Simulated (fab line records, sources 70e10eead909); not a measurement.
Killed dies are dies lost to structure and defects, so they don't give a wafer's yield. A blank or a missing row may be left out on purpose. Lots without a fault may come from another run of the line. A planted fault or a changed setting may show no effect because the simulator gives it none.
Chamber matching | flow nand_harc | NHARC_A_BONDPAD_DESCUM_11 on rie_diel-07: 4 sister chambers
The step chemistry O2, time 3 s. 16 wafers are shown with their chamber, then 8 later ones without.

WAFERS WITH THEIR CHAMBER
wafer  | chamber | oes_product_au (a.u.) | throttle_valve_pct (%) | rf_vpp_V (V)
L679.1 | 0       | 1.009                 | 11.318                 | 57.7
L679.3 | 2       | 0.996                 | 11.310                 | 57.9
L679.5 | 3       | 1.004                 | 11.311                 | 55.9
L681.1 | 3       | 1.023                 | 11.304                 | 57.8
L681.2 | 2       | 1.000                 | 11.323                 | 58.8
L681.4 | 1       | 1.005                 | 11.314                 | 58.9
L685.2 | 1       | 1.001                 | 11.303                 | 57.4
L685.5 | 1       | 0.991                 | 11.303                 | 58.1
L685.6 | 2       | 0.992                 | 11.299                 | 57.8
L686.1 | 2       | 0.997                 | 11.309                 | 59.2
L686.5 | 2       | 0.999                 | 11.303                 | 57.7
L686.6 | 3       | 1.006                 | 11.321                 | 59.0
L696.2 | 1       | 1.012                 | 11.316                 | 58.4
L696.3 | 2       | 0.993                 | 11.308                 | 56.6
L696.6 | 1       | 1.011                 | 11.313                 | 59.0
L695.1 | 2       | 0.987                 | 11.323                 | 55.9

SIGNATURES (means of the wafers above)
reading            | chamber 0 | chamber 1 | chamber 2 | chamber 3 | scatter within a chamber
oes_product_au     | 1.00900   | 1.00400   | 0.99486   | 1.01100   | 0.00726
throttle_valve_pct | 11.31800  | 11.30980  | 11.31071  | 11.31200  | 0.00824
rf_vpp_V           | 57.700    | 58.360    | 57.700    | 57.567    | 1.1
Rule: a wafer's distance from a chamber is the root of the sum, over the readings, of the square of ((its reading less the chamber's mean) divided by the reading's scatter). The wafer belongs to the nearest chamber; if the next one is less than 2 further off, it can't be placed. The scatter: the root of (the sum of the squares of (reading less its chamber's mean) over the shown wafers, divided by (wafers less chambers)).

WAFERS WITHOUT THEIR CHAMBER
wafer  | oes_product_au (a.u.) | throttle_valve_pct (%) | rf_vpp_V (V)
L695.3 | 1.008                 | 11.316                 | 58.0
L695.4 | 1.006                 | 11.316                 | 58.3
L697.3 | 0.986                 | 11.299                 | 57.9
L697.4 | 1.001                 | 11.299                 | 57.3
L697.6 | 1.001                 | 11.299                 | 58.6
L700.1 | 0.991                 | 11.306                 | 57.1
L700.3 | 0.994                 | 11.303                 | 56.6
L700.6 | 1.002                 | 11.329                 | 57.8

WHICH CHAMBER EACH WENT THROUGH
wafer  | from the rows above               | in truth
L695.3 | can't be placed: 0 or 3 or 1 or 2 | 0
L695.4 | can't be placed: 0 or 1 or 3 or 2 | 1
L697.3 | can't be placed: 2 or 1 or 3      | 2
L697.4 | can't be placed: 1 or 2 or 3 or 0 | 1
L697.6 | can't be placed: 1 or 2 or 3 or 0 | 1
L700.1 | can't be placed: 2 or 1 or 3 or 0 | 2
L700.3 | can't be placed: 2 or 1 or 3 or 0 | 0
L700.6 | can't be placed: 0 or 1 or 3 or 2 | 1
Placed correctly: 0 of 8. Can't be placed from these rows: 8 (the true chamber is among the candidates in 8). Placed wrongly: 0.
